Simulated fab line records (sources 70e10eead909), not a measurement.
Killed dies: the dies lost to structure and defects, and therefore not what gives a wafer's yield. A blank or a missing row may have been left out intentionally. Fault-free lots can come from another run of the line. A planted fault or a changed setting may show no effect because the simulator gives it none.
Matching of chambers + flow nandHarc + rieDiel-09 running NHARC_P_GATE_DESCUM_48: 4 sister chambers
The step chemistry O2, time 3 s. 14 wafers are shown with their chamber, then 7 later ones without.

WAFERS, EACH WITH ITS CHAMBER
| wafer  | chamber | showerheadPlenumPTorr (Torr) | drypumpMotorCurrentA (A) | rfVppV (V) |
|--------|---------|------------------------------|--------------------------|------------|
| L937.2 | 1       | 2.00                         | 4.9                      | 57.5       |
| L937.4 | 0       | 1.81                         | 6.6                      | 57.3       |
| L937.5 | 1       | 2.00                         | 5.0                      | 57.2       |
| L942.3 | 3       | 1.85                         | 6.0                      | 57.6       |
| L942.5 | 3       | 1.85                         | 6.1                      | 57.3       |
| L942.6 | 0       | 1.81                         | 6.6                      | 57.3       |
| L945.2 | 0       | 1.81                         | 6.6                      | 56.7       |
| L945.4 | 1       | 2.00                         | 4.9                      | 57.4       |
| L945.6 | 2       | 2.03                         | 5.8                      | 58.6       |
| L953.2 | 1       | 2.00                         | 4.9                      | 59.4       |
| L953.3 | 0       | 1.80                         | 6.6                      | 58.8       |
| L953.6 | 0       | 1.80                         | 6.5                      | 56.5       |
| L954.1 | 0       | 1.80                         | 6.6                      | 58.5       |
| L954.3 | 2       | 2.03                         | 5.8                      | 58.7       |

SIGNATURES, as means of the wafers listed above
| reading               | chamber 0 | chamber 1 | chamber 2 | chamber 3 | scatter within a chamber |
|-----------------------|-----------|-----------|-----------|-----------|--------------------------|
| showerheadPlenumPTorr | 1.8050    | 2.0000    | 2.0300    | 1.8500    | 0.00387                  |
| drypumpMotorCurrentA  | 6.583     | 4.925     | 5.800     | 6.050     | 0.0456                   |
| rfVppV                | 57.517    | 57.875    | 58.650    | 57.450    | 0.872                    |
Rule: a wafer's distance from a chamber is the root of the sum, over the readings, of the square of ((its reading less the chamber's mean) divided by the reading's scatter). The wafer belongs to the nearest chamber; if the next one is less than 2 further off, it can't be placed. The scatter: take each reading less its chamber's mean, square it, sum over the shown wafers, divide by the number of wafers less the number of chambers, and take the root.

WAFERS WHOSE CHAMBER IS MISSING
| wafer  | showerheadPlenumPTorr (Torr) | drypumpMotorCurrentA (A) | rfVppV (V) |
|--------|------------------------------|--------------------------|------------|
| L954.6 | 2.03                         | 5.8                      | 57.7       |
| L957.2 | 1.85                         | 6.1                      | 57.2       |
| L957.3 | 2.03                         | 5.8                      | 57.8       |
| L957.5 | 2.00                         | 4.9                      | 58.7       |
| L958.3 | 2.00                         | 4.9                      | 58.9       |
| L958.5 | 2.03                         | 5.8                      | 57.7       |
| L958.6 | 1.85                         | 6.1                      | 57.5       |

THE CHAMBER EACH PASSED THROUGH
| wafer  | from the rows above | in truth |
|--------|---------------------|----------|
| L954.6 | 2                   | 2        |
| L957.2 | 3                   | 3        |
| L957.3 | 2                   | 2        |
| L957.5 | 1                   | 1        |
| L958.3 | 1                   | 1        |
| L958.5 | 2                   | 2        |
| L958.6 | 3                   | 3        |
Placed correctly: 7 of 7. Number that these rows cannot place: 0. Placed wrongly: 0.
